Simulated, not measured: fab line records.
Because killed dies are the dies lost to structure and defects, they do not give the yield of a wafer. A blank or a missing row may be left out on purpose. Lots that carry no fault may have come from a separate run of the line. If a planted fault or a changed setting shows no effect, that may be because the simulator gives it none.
Comparing a struck lot with a sound one    flow n5-finfet    15 steps out of a route of 1938
Sound: these wafers, L760.1, L760.4, L760.5. Wafers struck: L751.4, L751.5, L751.6. The cause is named last.
For every step that has rows: the tool of each side, followed by ch and its chambers, followed by its first start. Under that, the readings that differ: sound wafers    struck wafers    difference of the means    sigmas: that difference in standard deviations of wafers without a fault.
alike: a reading whose means differ by less than 2 such deviations, as well as words and numbers matching on both sides. not compared: withheld readings; readings where some wafer has no value; bounds like >300 that might hide an equal value; numbers whose values overlap and for which the record gives no deviation.
Wherever a step has rows on one side only, a row that says differs or no value, or a row with sigmas, the two part there. Numbers that don't overlap but have no deviation are shown without sigmas and don't part them. A reading missing from all wafers of one side parts the sides only when that side holds two or more wafers.

first, 11 steps without rows for these wafers: N5_BEOL_M0_SAQP_RECESS_114 (chemistry HF/NH3, target SiO2, target depth 14.4 nm, afs cycles 3, sublimation time 60 s); N5_BEOL_M0_SAQP_SPACER1_ALD_98 (deposits SiO2, target thk 12.8 nm, pulse time 1 s, purge time 2 s); N5_BEOL_M0_SAQP_SPACER1_ETCHBACK_99 (etches SiO2 in CHF3/O2, target depth 15.4 nm, time 7.7 s); N5_BEOL_M0_SAQP_MANDREL1_REMOVE_100 (chemistry HBr/Cl2/O2, target a-Si, stops on SiNx, bt time 10 s); N5_BEOL_M0_SAQP_ETCH_101 (etches SiNx in CH3F/O2, target depth 29.9 nm, time 42.7 s); N5_BEOL_M0_SAQP_ETCH_102 (etches SiO2 in CF4, target depth 4 nm, time 4.4 s); N5_BEOL_M0_SAQP_MANDREL_ETCH_103 (etches a-Si in HBr/Cl2, stops on SiCN, target depth 45 nm, bt time 10 s, time 27 s); N5_BEOL_M0_SAQP_RECESS_104 (chemistry HF/NH3, target SiO2, target depth 18 nm, afs cycles 3, sublimation time 60 s); N5_BEOL_M0_SAQP_COAT_105 (time 60 s, resist thk 100 nm); N5_BEOL_M0_SAQP_ETCH_106 (etches SOC in N2/H2, stops on SiNx, target depth 150 nm); N5_BEOL_M0_SAQP_ETCH_107 (etches SiNx in CH3F/O2, target depth 30 nm).
N5_BEOL_M0_SAQP_STRIP_108: strips in N2/H2.
  sound on rie-diel-01 ch 0,1,2, day 10 00:48; struck on rie-diel-01 ch 1,2,3, day 7 21:55
  no value came back on the struck wafers for any of 8 readings (bias-power-w (W), chamber-pressure-mTorr (mTorr) and others); on the sound wafers bias-power-w (W) reads 28.14 28.01 28.01
reading                                         sound  struck       difference  sigmas
model.SOC_of_BEOL_M0_SAQP_COAT_105.thk-nm (nm)  0 0 0  13 8.8 14.4  +12         
  not compared: rf-hours-counter-h
then, 1 step without rows for these wafers: N5_BEOL_M0_SAQP_RECESS_109 (chemistry HF/NH3, target SiO2, target depth 3 nm, afs cycles 1, sublimation time 60 s).
N5_BEOL_M4_RC_MEAS_101:
  the record has rows for the sound wafers here (prober-02 ch 0, day 13 06:02) and none for the struck ones
-- the record jumps here: 8 days lie between the struck wafers' starts before and after (it left off in module BEOL_M4 and takes up again in module PASSIVATION, whose first step shown is number 1936 of the route) --
N5_PASSIVATION_PROBE_49:
  sound on prober-01, day 17 20:17; struck on prober-01, day 15 14:10
reading                   sound           struck          difference  sigmas
defect-limited-yield (%)  93.4 93.6 94.0  0 0 0           -94         -67
killed_at_M0_to_M3        24 24 27        1089 1104 1125  +1081       +99 or more
killed-at-contacts        5 7 8           33 19 8         +13         +2
killed-dies               78 75 71        1180 1180 1180  +1105       +69
killed-on-rim             11 10 15        152 152 152     +140        +33
sort_bin_5_function (%)   3.5 3.7 3.1     96.1 96.4 97.6  +93.3       +99 or more
sort-n-pass               1102 1105 1109  0 0 0           -1105       -65
sort-yield-pct (%)        93.4 93.6 94.0  0 0 0           -94         -67
  alike: killed_at_M4_up, killed-at-front-end, killed-at-other, killed-open, killed-short, sort_bin_6_memory

== WHERE THEY PART ==
Earliest at N5_BEOL_M0_SAQP_STRIP_108; latest, in this record, at N5_PASSIVATION_PROBE_49.

WHY: the cause the simulator had injected
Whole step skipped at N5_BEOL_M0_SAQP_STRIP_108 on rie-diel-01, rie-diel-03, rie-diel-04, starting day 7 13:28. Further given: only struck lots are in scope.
